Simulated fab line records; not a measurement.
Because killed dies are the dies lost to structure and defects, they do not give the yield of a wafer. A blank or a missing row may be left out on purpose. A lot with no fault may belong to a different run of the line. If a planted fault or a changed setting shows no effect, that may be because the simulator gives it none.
Matching of chambers :: flow n5-finfet :: 4 sister chambers for N5_BEOL_M14_ETCH_67 on rie-diel-03
The step etches SiARC in CF4, target depth 143 nm, time 238.3 s. 4 wafers are shown with their chamber, then 8 later ones without.

## WAFERS, EACH WITH ITS CHAMBER
wafer: L376.3
chamber: 1
throttle-valve-pct (%): 15.66

wafer: L380.1
chamber: 2
throttle-valve-pct (%): 15.65

wafer: L380.3
chamber: 0
throttle-valve-pct (%): 15.15

wafer: L381.2
chamber: 3
throttle-valve-pct (%): 15.51

## WAFERS WITH NO CHAMBER GIVEN
wafer: L381.4
throttle-valve-pct (%): 15.14

wafer: L381.5
throttle-valve-pct (%): 15.17

wafer: L389.2
throttle-valve-pct (%): 15.20

wafer: L389.4
throttle-valve-pct (%): 15.58

wafer: L389.6
throttle-valve-pct (%): 15.20

wafer: L390.1
throttle-valve-pct (%): 15.59

wafer: L390.5
throttle-valve-pct (%): 15.21

wafer: L390.6
throttle-valve-pct (%): 15.60

## EACH ONE'S CHAMBER
wafer: L381.4
from the rows above: 0
in truth: 0

wafer: L381.5
from the rows above: 0
in truth: 0

wafer: L389.2
from the rows above: 0
in truth: 0

wafer: L389.4
from the rows above: can't be placed: 2 or 3 or 1
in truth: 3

wafer: L389.6
from the rows above: 0
in truth: 0

wafer: L390.1
from the rows above: can't be placed: 2 or 1 or 3
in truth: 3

wafer: L390.5
from the rows above: 0
in truth: 0

wafer: L390.6
from the rows above: can't be placed: 2 or 1 or 3
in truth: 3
Correct placement for 5 of the 8. Unplaceable from these rows: 3, with the true chamber sitting among the candidates in 3. Wrongly placed: 0.
How it was worked out, from the rows above alone: a wafer's distance from a chamber is the root of the sum, over the readings, of the square of ((its reading less the chamber's mean) divided by the reading's scatter). The wafer belongs to the nearest chamber; if the next one is less than 2 further off, it can't be placed. For every chamber, the mean is computed from those of its wafers that are shown. The scatter: root of mean squared gap, hidden wafer to nearest shown wafer, with one shown wafer a chamber.
